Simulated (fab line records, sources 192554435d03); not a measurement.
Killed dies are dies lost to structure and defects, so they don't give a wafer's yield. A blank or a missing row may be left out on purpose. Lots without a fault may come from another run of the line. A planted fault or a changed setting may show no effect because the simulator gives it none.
fab line records | flow n5_finfet | part 1 of 2: steps 1 to 38 of 43
record lots=6 wafers=18 last_day=18
route steps=1938 shown HKMG_FIN@404 BEOL_M4@1111
lots that met no fault: from a run of the same line without faults
start_h: hours from the record's first day to the start of the lot's first wafer shown | wait_h: hours since the lot's step before | " the same as in the row above | L1.1+2: a row that stands for several wafers | - no value, or no start given | * or withheld: withheld | < > ~ a bound
route shown NAME@n: a module of which the file shows steps, and the number in the route of the first | usual: mean/standard deviation of fault-free wafers | same: alike in all rows | chamber/n: place in a boat | sites: the reading at each site | _std_site: their standard deviation | _edge_site: outer sites' mean less inner sites' | radius_mm: how far each site lies from the wafer's centre | mask NAME#n: copy n | behind: the tool/chamber that last shaped the wafer | hold: why the lot was held/for how many hours/how that ended | device: the transistor (n, p or np) that didn't switch | end of line: the same wafers' tests at the end of the route | a step without rows: its recipe alone | killed: dies lost to structure and defects at the first sort, not the wafer's yield | map: a wafer's dies, x killed, . not, _ none there
set.NAME: the setting as run; set.NAME@STEP: as run at that earlier step | model.NAME: the simulator's own value behind a step, which no gauge read
lots at some steps of the route; a table a step, a row a wafer
services: from which hour (start_h, from the record's first day; less than 0 if before it) a tool's chamber was out of use, for how many hours, and why
## steps
# step N5_HKMG_FIN_STRIP_56
# recipe chemistry=N2/H2 temp_c=40 n2_flow_sccm=200 h2_flow_sccm=200 rf_frequency_hz=6e+07
# step N5_HKMG_FIN_STRIP_57
# recipe chemistry=CF4 resist=SiARC power_w=300 bias_power_w=75 pressure_mtorr=50 cf4_flow_sccm=150 rf_frequency_hz=6e+07
# usual drypump_motor_current_A=5.8/0.42 oes_product_au=0.75/0.057 rf_vpp_V=271.0/1.4 showerhead_plenum_p_Torr=1.79/0.052 throttle_valve_pct=13.72/0.2
# columns lot.wafer tool chamber start_h wait_h drypump_motor_current_A oes_product_au rf_hours_counter_h rf_vpp_V showerhead_plenum_p_Torr throttle_valve_pct
L259.1 rie_diel-05 1 89.50 0.0 4.7 0.71 176 272.7 1.84 13.86
L259.2 " 0 " " 6.4 0.78 133 269.2 1.76 13.74
L259.5 " 2 " " 5.9 0.73 - 271.9 1.78 13.62
L269.2 rie_diel-02 2 152.90 0.0 5.8 0.80 90 271.1 1.82 13.66
L269.4 " 3 " " 5.9 0.90 21 270.2 1.77 13.53
L269.6 " 0 " " 5.3 0.74 - 270.9 1.80 13.94
L270.2 rie_diel-01 0 161.10 0.0 6.3 0.69 234 269.4 1.70 14.02
L270.3 " 1 " " 6.5 0.68 245 272.8 1.82 13.46
L270.6 " 3 " " 5.7 0.76 - 271.4 1.78 13.60
L276.1 rie_diel-05 1 193.72 0.0 4.8 0.68 212 272.1 1.83 13.94
L276.2 " 3 " " 5.6 0.69 233 272.9 1.85 13.72
L276.5 " 1 " " 4.8 0.69 - 272.2 1.83 13.93
L278.1 rie_diel-02 1 204.45 0.0 5.9 0.72 146 270.4 1.71 13.49
L278.2 " 0 " " 5.3 0.72 200 271.0 1.79 13.98
L278.4 " 3 " " 5.9 0.87 37 269.8 1.76 13.55
L279.3 rie_diel-05 3 214.98 0.0 5.6 0.69 242 270.9 1.85 13.72
L279.4 " 0 " " 6.4 0.75 174 268.2 1.75 13.85
L279.6 " 3 " " 5.6 0.68 - 271.7 1.85 13.73
# step N5_HKMG_FIN_ETCH_58
# recipe chemistry=N2/H2 target=SOC target_depth_a=2158 ion_energy_ev=50 bias_w=13 time_s=741 pressure_mtorr=30 source_w=875 n2_flow_sccm=200 h2_flow_sccm=200
# usual bias_w=13.00/0.035 chamber_pressure_mTorr=30.001/0.027 drypump_motor_current_A=5.8/0.42 oes_product_au=0.75/0.061 rf_vpp_V=99.0/0.94 showerhead_plenum_p_Torr=2.54/0.074 throttle_valve_pct=17.99/0.23
# columns lot.wafer tool chamber start_h wait_h bias_w chamber_pressure_mTorr drypump_motor_current_A oes_product_au rf_hours_counter_h rf_vpp_V showerhead_plenum_p_Torr throttle_valve_pct
L259.1 rie_diel-05 1 89.52 0.0 12.95 30.018 4.7 0.71 176 98.6 2.63 18.24
L259.2 " 0 " " 12.95 29.972 6.4 0.77 133 99.1 2.46 17.84
L259.5 " 2 " " 13.02 30.025 5.9 0.75 - 99.6 2.51 17.48
L269.2 rie_diel-02 2 152.92 0.0 13.09 30.002 5.8 0.79 90 98.7 2.58 17.84
L269.4 " 3 " " 13.01 29.980 5.9 0.93 21 97.9 2.51 17.89
L269.6 " 0 " " 12.92 30.027 5.3 0.75 - 99.4 2.54 18.33
L270.2 rie_diel-01 0 161.12 0.0 12.97 30.023 6.3 0.69 234 97.3 2.41 18.21
L270.3 " 1 " " 12.96 29.978 6.6 0.71 245 98.7 2.64 17.75
L270.6 " 3 " " 12.99 30.018 5.7 0.76 - 98.1 2.54 17.86
L276.1 rie_diel-05 1 193.74 0.0 13.04 29.986 4.7 0.68 212 101.0 2.62 18.29
L276.2 " 3 " " 13.02 29.992 5.7 0.68 233 100.5 2.61 17.76
L276.5 " 1 " " 13.00 30.038 4.8 0.69 - 97.8 2.62 18.29
L278.1 rie_diel-02 1 204.47 0.0 13.04 30.011 5.9 0.71 146 99.0 2.47 18.05
L278.2 " 0 " " 12.97 30.018 5.3 0.73 200 99.6 2.53 18.34
L278.4 " 3 " " 13.01 29.951 5.9 0.89 37 98.4 2.50 17.93
L279.3 rie_diel-05 3 215.00 0.0 12.99 29.975 5.6 0.67 242 99.1 2.61 17.76
L279.4 " 0 " " 13.05 29.991 6.4 0.73 174 98.0 2.45 17.91
L279.6 " 3 " " 13.01 29.989 5.7 0.67 - 99.0 2.61 17.76
# step N5_HKMG_FIN_STRIP_93
# recipe chemistry=N2/H2 material=SOC time_s=20 power_w=500 temp_c=40 pressure_mtorr=50 rf_frequency_hz=6e+07 bias_power_w=8 h2_frac=0.5 n2_flow_sccm=300 h2_flow_sccm=300
# usual drypump_motor_current_A=5.8/0.42 oes_product_au=0.75/0.06 rf_vpp_V=54.1/0.85 showerhead_plenum_p_Torr=3.36/0.094 throttle_valve_pct=19.2/0.41
# columns lot.wafer tool chamber start_h wait_h drypump_motor_current_A oes_product_au rf_hours_counter_h rf_vpp_V showerhead_plenum_p_Torr throttle_valve_pct
L259.1 rie_diel-05 1 89.94 0.2 4.8 0.71 176 54.4 3.47 19.7
L259.2 " 0 " " 6.4 0.76 133 54.1 3.26 19.0
L259.5 " 2 " " 5.9 0.75 - 53.5 3.31 18.3
L269.2 rie_diel-02 2 153.35 0.2 5.7 0.79 90 55.0 3.41 18.9
L269.4 " 3 " " 5.9 0.92 21 53.3 3.31 19.3
L269.6 " 0 " " 5.3 0.75 - 54.4 3.36 20.0
L270.2 rie_diel-01 0 161.54 0.2 6.3 0.71 234 52.8 3.19 19.3
L270.3 " 1 " " 6.6 0.70 245 52.8 3.48 18.9
L270.6 " 3 " " 5.8 0.77 - 54.0 3.35 19.0
L276.1 rie_diel-05 1 194.17 0.2 4.8 0.67 212 54.8 3.45 19.8
L276.2 " 3 " " 5.7 0.67 233 55.3 3.45 18.9
L276.5 " 1 " " 4.8 0.67 - 53.3 3.45 19.7
L278.1 rie_diel-02 1 204.89 0.2 5.9 0.72 146 54.8 3.27 19.6
L278.2 " 0 " " 5.3 0.74 200 54.5 3.35 20.0
L278.4 " 3 " " 5.9 0.90 37 54.6 3.30 19.3
L279.3 rie_diel-05 3 215.42 0.2 5.6 0.67 242 54.0 3.45 18.9
L279.4 " 0 " " 6.4 0.74 174 52.8 3.24 19.1
L279.6 " 3 " " 5.6 0.66 - 53.8 3.44 18.9
# step N5_HKMG_FIN_WET_ETCH_76
# recipe chemistry=dNH4OH mix=1:50 temp_c=25 target=Al2O3 stop_on=La2O3 target_depth_nm=2.25 dry=ipa_marangoni rinse_time_s=30 rinse_temp_c=23
# step N5_HKMG_FIN_STRIP_60
# recipe chemistry=N2/H2 power_w=2500 temp_c=300 h2_frac=0.65 time_s=360 pressure_mtorr=withheld n2_flow_sccm=1750 h2_flow_sccm=3250
# step N5_HKMG_FIN_WET_ETCH_77
# recipe chemistry=dHCl mix=1:10000 temp_c=25 target=La2O3 stop_on=HfO2 target_depth_nm=2
# step N5_HKMG_FIN_WET_ETCH_78
# recipe chemistry=dNH4OH mix=1:50 temp_c=25 target=Al2O3 stop_on=La2O3 target_depth_nm=4.5 dry=ipa_marangoni rinse_time_s=30 rinse_temp_c=23
# step N5_HKMG_FIN_ALD_79
# recipe material=TiN target_thk_a=15 temp_c=400 ald_precursor_family=TiCl4 ald_co_reactant=NH3 pulse_time_s=1 purge_time_s=3 co_reactant_purge_time_s=2 co_reactant_pulse_time_s=2 ald_cycles=68 pressure_torr=3
# step N5_HKMG_FIN_CVD_62
# recipe material=a-Si target_thk_a=30 temp_c=500 precursor=Si2H6 pressure_torr=1 time_s=20.8
# step N5_HKMG_FIN_RTA_80
# recipe temp_c=withheld time_s=2 ambient=N2 idle_temp_c=600 ramp_up_c_per_s=150 ramp_down_c_per_s=60 cool_to_c=600
# step N5_HKMG_FIN_PRECLEAN_64
# recipe chemistry=dHF time_s=30 temp_c=25 dilution=withheld
# step N5_HKMG_FIN_WET_ETCH_65
# recipe chemistry=TMAH temp_c=70 conc_wt_pct=5 target=a-Si stop_on=TiN time_s=49 target_depth_nm=3
# usual bath_guard_temp_C=70.0/0.4 bath_heat_duty_pct=13.3/1.5
# columns lot.wafer tool chamber start_h wait_h bath_guard_temp_C bath_heat_duty_pct model.a-Si_of_HKMG_FIN_CVD_62.thk_nm model.TiN_of_HKMG_FIN_ALD_79.thk_nm
L259.1 wet_bench-02 4 91.23 0.0 70.5 13.1 0 1.2
L259.2 " 3 " " 70.5 11.6 0 1.2
L259.5 " 0 " " 70.3 14.0 0 1.2
L269.2 wet_bench-03 5 154.65 0.0 - - 3 1.4
L269.4 " 4 " " - - 3 1.4
L269.6 " 2 " " - - 3 1.4
L270.2 wet_bench-04 3 162.97 0.0 - - 3.2 1.6
L270.3 " 6 " " - - 3.2 1.6
L270.6 " 7 " " - - 3 1.6
L276.1 wet_bench-04 2 195.51 0.0 70.2 9.2 0 1.2
L276.2 " 4 " " 69.5 14.1 0 1.4
L276.5 " 3 " " 69.6 13.5 0 1.4
L278.1 wet_bench-03 0 206.36 0.0 69.6 12.0 0 1.2
L278.2 " 7 " " 69.9 12.9 0 1.2
L278.4 " 6 " " 70.3 11.4 0 1.2
L279.3 wet_bench-04 0 216.77 0.0 70.1 12.9 0 1.2
L279.4 " 4 " " 69.7 15.1 0 1.2
L279.6 " 3 " " 69.8 13.6 0 1.2
# step N5_HKMG_FIN_WET_ETCH_81
# recipe chemistry=SC1 target=TiN stop_on=HfO2 mix=1:1:5 temp_c=60 time_s=57 target_depth_nm=6
# step N5_HKMG_FIN_WET_ETCH_82
# recipe chemistry=dHCl mix=1:10000 temp_c=25 target=La2O3 stop_on=HfO2 target_depth_nm=2 dry=ipa_marangoni rinse_time_s=30 rinse_temp_c=23
# step N5_HKMG_FIN_ALD_36
# recipe material=TiN target_thk_a=10 temp_c=400 ald_precursor_family=TiCl4 ald_co_reactant=NH3 pulse_time_s=1 purge_time_s=3 co_reactant_purge_time_s=2 co_reactant_pulse_time_s=2 ald_cycles=47 pressure_torr=3
# step N5_HKMG_FIN_THK_MEAS_70
# recipe thk_meas_gauge=xrf reads=HfO2_of_HKMG_FIN_HK_ALD_01
# usual HK_THK=1.571/0.021
# columns lot.wafer tool chamber start_h wait_h HK_THK[nm]
L259.1 film_metro-01 - 91.62 0.2 1.589
L259.2 " - " " 1.575
L259.5 " - " " 1.557
L269.2 film_metro-01 - 155.04 0.2 1.560
L269.4 " - " " 1.563
L269.6 " - " " 1.569
L270.2 film_metro-01 - 163.36 0.2 1.561
L270.3 " - " " 1.570
L270.6 " - " " 1.594
L276.1 film_metro-01 - 195.90 0.2 1.566
L276.2 " - " " 1.573
L276.5 " - " " 1.568
L278.1 film_metro-01 - 206.75 0.2 1.556
L278.2 " - " " 1.597
L278.4 " - " " 1.561
L279.3 film_metro-02 - 217.16 0.2 1.564
L279.4 " - " " 1.560
L279.6 " - " " 1.589
# step N5_HKMG_FIN_PWFM_ALD_03
# recipe material=TiN target_thk_a=20 temp_c=400 ald_precursor_family=TiCl4 ald_co_reactant=NH3 pulse_time_s=1 purge_time_s=3 co_reactant_purge_time_s=2 co_reactant_pulse_time_s=2 ald_cycles=91 pressure_torr=3
# step N5_HKMG_FIN_COAT_29
# recipe resist=SOC temp_c=250 time_s=60 spin_rpm=1500 resist_thk_nm=300
# step N5_HKMG_FIN_COAT_30
# recipe resist=SiARC temp_c=220 time_s=60 spin_rpm=1500 resist_thk_nm=35
# step N5_HKMG_FIN_COAT_06
# recipe resist=CAR-ArF spin_rpm=1500 resist_thk_nm=90
# step N5_HKMG_FIN_EBR_08
# recipe solvent=PGMEA ebr_width_mm=1.5
# step N5_HKMG_FIN_SOFTBAKE_07
# recipe temp_c=110 time_s=60 resist=CAR-ArF
# step N5_HKMG_FIN_EXPOSE_09
# recipe mask_id=NWFM na=1.35 source_shape=conventional sigma_outer=0.8 polarization=unpolarized dose_mj=39.25
# step N5_HKMG_FIN_PEB_10
# recipe peb_temp_c=withheld peb_time_s=60 resist=CAR-ArF
# step N5_HKMG_FIN_DEVELOP_11
# recipe develop_time_s=30 developer=TMAH resist=CAR-ArF dev_temp_c=23 rinse_liquid=diw dry=air_spin
# step N5_HKMG_FIN_CD_MEAS_12
# recipe target_cd_nm=92.8 landing_energy_ev=500 detector=se_inlens
# usual cd_nm=93.2/0.83
# columns lot.wafer tool chamber start_h wait_h cd_nm
L259.1 cd_sem-03 0 92.49 - 94.5
L259.2 " 0 " " 93.3
L259.5 " 0 " " 93.0
L269.2 cd_sem-03 0 155.79 - 93.7
L269.4 " 0 " " 91.9
L269.6 " 0 " " 92.5
L270.2 cd_sem-01 0 164.23 - 92.8
L270.3 " 0 " " 91.8
L270.6 " 0 " " 92.6
L276.1 cd_sem-02 0 196.64 - 94.3
L276.2 " 0 " " 94.6
L276.5 " 0 " " 94.1
L278.1 cd_sem-01 0 207.62 - 94.1
L278.2 " 0 " " 93.3
L278.4 " 0 " " 94.5
L279.3 cd_sem-01 0 218.04 - 93.6
L279.4 " 0 " " 92.5
L279.6 " 0 " " 94.4
# step N5_HKMG_FIN_OVL_MEAS_13
# recipe points_per_wafer=44
# usual NWFM_OVL=0.1/0.75
# columns lot.wafer tool chamber start_h wait_h NWFM_OVL[nm]
L259.1 overlay-01 0 92.52 0.0 -0.6
L259.2 " 0 " " -0.9
L259.5 " 0 " " -0.6
L269.2 overlay-01 0 155.82 0.0 -0.3
L269.4 " 0 " " 0.1
L269.6 " 0 " " -0.1
L270.2 overlay-01 0 164.26 0.0 0.3
L270.3 " 0 " " 0.9
L270.6 " 0 " " 0.5
L276.1 overlay-02 0 196.67 0.0 0.6
L276.2 " 0 " " -0.3
L276.5 " 0 " " 0.8
L278.1 overlay-01 0 207.65 0.0 0.1
L278.2 " 0 " " 0.2
L278.4 " 0 " " -0.2
L279.3 overlay-02 0 218.06 0.0 -0.1
L279.4 " 0 " " 0.7
L279.6 " 0 " " 0.1
# step N5_HKMG_FIN_INSPECT_14
# recipe mode=adi inspect_instrument=macro
# usual raw_defect_count=2.1/1.6
# columns lot.wafer tool chamber start_h wait_h raw_defect_count
L259.1 defect_inspect-02 - 92.55 0.0 2
L259.2 " - " " 2
L259.5 " - " " 1
L269.2 defect_inspect-02 - 155.84 0.0 1
L269.4 " - " " 3
L269.6 " - " " 5
L270.2 defect_inspect-01 - 164.28 0.0 3
L270.3 " - " " 2
L270.6 " - " " 2
L276.1 defect_inspect-02 - 196.70 0.0 2
L276.2 " - " " 2
L276.5 " - " " 3
L278.1 defect_inspect-01 - 207.68 0.0 3
L278.2 " - " " 4
L278.4 " - " " 3
L279.3 defect_inspect-02 - 218.09 0.0 2
L279.4 " - " " 4
L279.6 " - " " 4
# step N5_HKMG_FIN_DESCUM_17
# recipe chemistry=O2 time_s=7.9 source_power_w=50 bias_power_w=20 pressure_mtorr=20 rf_frequency_hz=2.712e+07 temp_c=40 resist=CAR-ArF o2_flow_sccm=225
# step N5_HKMG_FIN_ETCH_31
# recipe chemistry=CF4 target=SiARC target_depth_a=455 mask_material=CAR-ArF time_s=75.8 ion_energy_ev=80 pressure_mtorr=40 source_w=545 bias_w=36 Ar_flow_sccm=100 cf4_flow_sccm=100 ends=cleared
# step N5_HKMG_FIN_ETCH_32
# recipe chemistry=N2/H2 target=SOC target_depth_a=2400 temp_c=40 time_s=300 ion_energy_ev=200 mask_material=SiARC pressure_mtorr=30 source_w=840 bias_w=150 n2_flow_sccm=200 h2_flow_sccm=200
# usual bias_w=150.0/0.43 chamber_pressure_mTorr=30.00/0.03 drypump_motor_current_A=5.8/0.45 oes_product_au=0.75/0.067 rf_vpp_V=523.7/2.1 showerhead_plenum_p_Torr=2.54/0.07 throttle_valve_pct=18.02/0.24
# columns lot.wafer tool chamber start_h wait_h bias_w chamber_pressure_mTorr drypump_motor_current_A oes_product_au rf_hours_counter_h rf_vpp_V showerhead_plenum_p_Torr throttle_valve_pct
L259.1 rie_diel-05 0 92.67 0.0 149.7 30.03 6.4 0.77 134 522.0 2.46 17.90
L259.2 " 2 " " 149.9 30.01 5.9 0.75 175 522.2 2.51 17.56
L259.5 " 2 " " 150.0 29.99 5.8 0.75 - 523.0 2.51 17.56
L269.2 rie_diel-05 2 155.97 0.0 150.0 29.99 5.9 0.74 196 522.7 2.50 17.57
L269.4 " 1 " " 150.3 30.03 4.7 0.69 198 526.3 2.62 18.32
L269.6 " 0 " " 150.4 29.98 6.4 0.74 - 521.4 2.45 17.92
L270.2 rie_diel-05 2 164.41 0.0 150.8 30.01 5.9 0.73 199 523.2 2.50 17.60
L270.3 " 3 " " 149.4 30.00 5.6 0.68 222 525.1 2.62 17.79
L270.6 " 0 " " 149.8 29.95 6.3 0.73 - 521.0 2.45 17.94
L276.1 rie_diel-01 3 196.82 0.0 150.0 30.03 5.7 0.76 181 523.3 2.53 17.92
L276.2 " 0 " " 149.9 29.98 6.2 0.68 249 519.4 2.40 18.28
L276.5 " 2 " " 150.7 30.03 5.7 0.75 - 526.9 2.64 18.28
L278.1 rie_diel-05 3 207.80 0.0 150.1 30.01 5.6 0.67 238 525.9 2.61 17.80
L278.2 " 1 " " 150.4 30.00 4.8 0.67 216 526.5 2.61 18.35
L278.4 " 1 " " 150.5 29.99 4.8 0.67 - 525.8 2.61 18.36
L279.3 rie_diel-02 1 218.21 0.0 150.0 30.04 5.9 0.72 153 520.4 2.47 18.10
L279.4 " 0 " " 149.8 29.98 5.3 0.71 - 524.7 2.53 18.41
L279.6 " 1 " " 149.4 30.00 5.9 0.72 - 519.7 2.47 18.12
# step N5_HKMG_FIN_STRIP_33
# recipe chemistry=N2/H2 temp_c=40 n2_flow_sccm=200 h2_flow_sccm=200 rf_frequency_hz=6e+07
# step N5_HKMG_FIN_STRIP_34
# recipe chemistry=CF4 resist=SiARC power_w=300 bias_power_w=75 pressure_mtorr=50 cf4_flow_sccm=150 rf_frequency_hz=6e+07
# step N5_HKMG_FIN_ETCH_35
# recipe chemistry=N2/H2 target=SOC target_depth_a=2158 ion_energy_ev=65 bias_w=5 source_w=3000 time_s=243.4 pressure_mtorr=30 n2_flow_sccm=200 h2_flow_sccm=200
# usual bias_w=5.001/0.015 chamber_pressure_mTorr=30.001/0.024 drypump_motor_current_A=5.8/0.45 oes_product_au=0.76/0.07 rf_vpp_V=141.6/0.99 showerhead_plenum_p_Torr=2.55/0.071 throttle_valve_pct=18.02/0.24
# columns lot.wafer tool chamber start_h wait_h bias_w chamber_pressure_mTorr drypump_motor_current_A oes_product_au rf_hours_counter_h rf_vpp_V showerhead_plenum_p_Torr throttle_valve_pct
L259.1 rie_diel-05 0 92.88 0.0 4.994 30.010 6.4 0.77 134 141.4 2.46 17.90
L259.2 " 2 " " 5.009 30.038 5.9 0.75 175 142.1 2.51 17.55
L259.5 " 2 " " 4.994 29.983 5.9 0.74 - 141.8 2.51 17.55
L269.2 rie_diel-05 2 156.18 0.0 4.996 30.004 5.9 0.73 196 142.1 2.50 17.60
L269.4 " 1 " " 5.012 29.966 4.7 0.69 198 139.8 2.62 18.33
L269.6 " 0 " " 5.020 30.009 6.4 0.73 - 142.3 2.45 17.93
L270.2 rie_diel-05 2 164.62 0.0 4.975 29.980 5.9 0.73 199 142.3 2.50 17.59
L270.3 " 3 " " 4.977 30.012 5.6 0.68 223 141.4 2.62 17.80
L270.6 " 0 " " 4.990 30.043 6.4 0.74 - 140.0 2.45 17.94
L276.1 rie_diel-01 3 197.03 0.0 5.026 30.027 5.8 0.74 181 142.7 2.53 17.95
L276.2 " 0 " " 5.023 30.005 6.3 0.68 249 140.9 2.40 18.29
L276.5 " 2 " " 4.976 29.988 5.7 0.75 - 142.0 2.64 18.28
L278.1 rie_diel-05 3 208.12 0.0 5.021 29.991 5.6 0.67 238 142.9 2.61 17.80
L278.2 " 1 " " 4.991 30.003 4.8 0.67 217 143.1 2.61 18.35
L278.4 " 1 " " 4.966 30.004 4.8 0.67 - 141.2 2.61 18.33
L279.3 rie_diel-02 1 218.42 0.0 4.987 30.031 5.9 0.71 153 141.2 2.47 18.12
L279.4 " 0 " " 4.993 30.015 5.3 0.72 - 141.9 2.53 18.41
L279.6 " 1 " " 5.007 29.982 5.8 0.72 - 139.8 2.47 18.10
# step N5_HKMG_FIN_STRIP_92
# recipe chemistry=N2/H2 material=SOC time_s=20 power_w=500 temp_c=40 pressure_mtorr=50 rf_frequency_hz=6e+07 bias_power_w=8 h2_frac=0.5 n2_flow_sccm=300 h2_flow_sccm=300
# step N5_HKMG_FIN_WET_ETCH_18
# recipe chemistry=SC1 target=TiN mix=1:1:5 temp_c=* time_s=55 target_depth_nm=5.2 dry=ipa_marangoni rinse_time_s=30 rinse_temp_c=23
# step N5_HKMG_FIN_STRIP_19
# recipe chemistry=N2/H2 power_w=2500 temp_c=300 h2_frac=0.65 time_s=360 pressure_mtorr=withheld n2_flow_sccm=1750 h2_flow_sccm=3250
## key
first_sign step=N5_HKMG_FIN_WET_ETCH_65 reading=tool_record direction=missing
effect step=N5_BEOL_M4_RC_MEAS_101 reading=IOFF_P_LIN direction=up sigmas=99+ usual=0.100 struck=2.099
effect step=N5_BEOL_M4_RC_MEAS_101 reading=VT_N_LONG direction=up sigmas=99+ usual=275.2 struck=519.7
effect step=N5_BEOL_M4_RC_MEAS_101 reading=IOFF_P_LONG direction=up sigmas=99+ usual=0.000106 struck=0.001134
effect step=N5_BEOL_M4_RC_MEAS_101 reading=IOFF_P direction=up sigmas=84 usual=0.21 struck=4.28
effect step=N5_BEOL_M4_RC_MEAS_101 reading=IOFF_P_85C direction=up sigmas=60 usual=3.7 struck=45.3
effect step=N5_BEOL_M4_RC_MEAS_101 reading=VT_N direction=up sigmas=57 usual=251 struck=503
effect step=N5_BEOL_M4_RC_MEAS_101 reading=VT_N_LVT direction=up sigmas=54 usual=99 struck=355
effect step=N5_BEOL_M4_RC_MEAS_101 reading=ION_N direction=down sigmas=34 usual=671 struck=153
effect step=N5_BEOL_M4_RC_MEAS_101 reading=VT_P_LONG direction=up sigmas=26 usual=-275.2 struck=-201.8
effect step=N5_BEOL_M4_RC_MEAS_101 reading=VT_P direction=up sigmas=22 usual=-250 struck=-164
effect step=N5_BEOL_M4_RC_MEAS_101 reading=VT_P_LVT direction=up sigmas=21 usual=-99 struck=-15
effect step=N5_BEOL_M4_RC_MEAS_101 reading=ION_P direction=up sigmas=13 usual=461 struck=572
model_effect step=N5_HKMG_FIN_WET_ETCH_65 value=a-Si_of_HKMG_FIN_CVD_62.thk_nm without=0 struck=3.067
met_at N5_HKMG_FIN_WET_ETCH_65
struck_wafers L269.2,L269.4,L269.6,L270.2,L270.3,L270.6
rows_end L270.2,L270.3,L270.6
sort_left_out L269.2,L269.4,L269.6
fault kind=skipped_step_whole tool=wet_bench-03,wet_bench-04 chamber=- onset_h=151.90 steps=N5_HKMG_FIN_WET_ETCH_65 scope=struck_lots_only
# sort_left_out: the simulated sort isn't trusted on such a fault, so these wafers' sort isn't shown, and their yield isn't known
# rows_end: these wafers met a further fault down the route, and their rows from its step on are left out
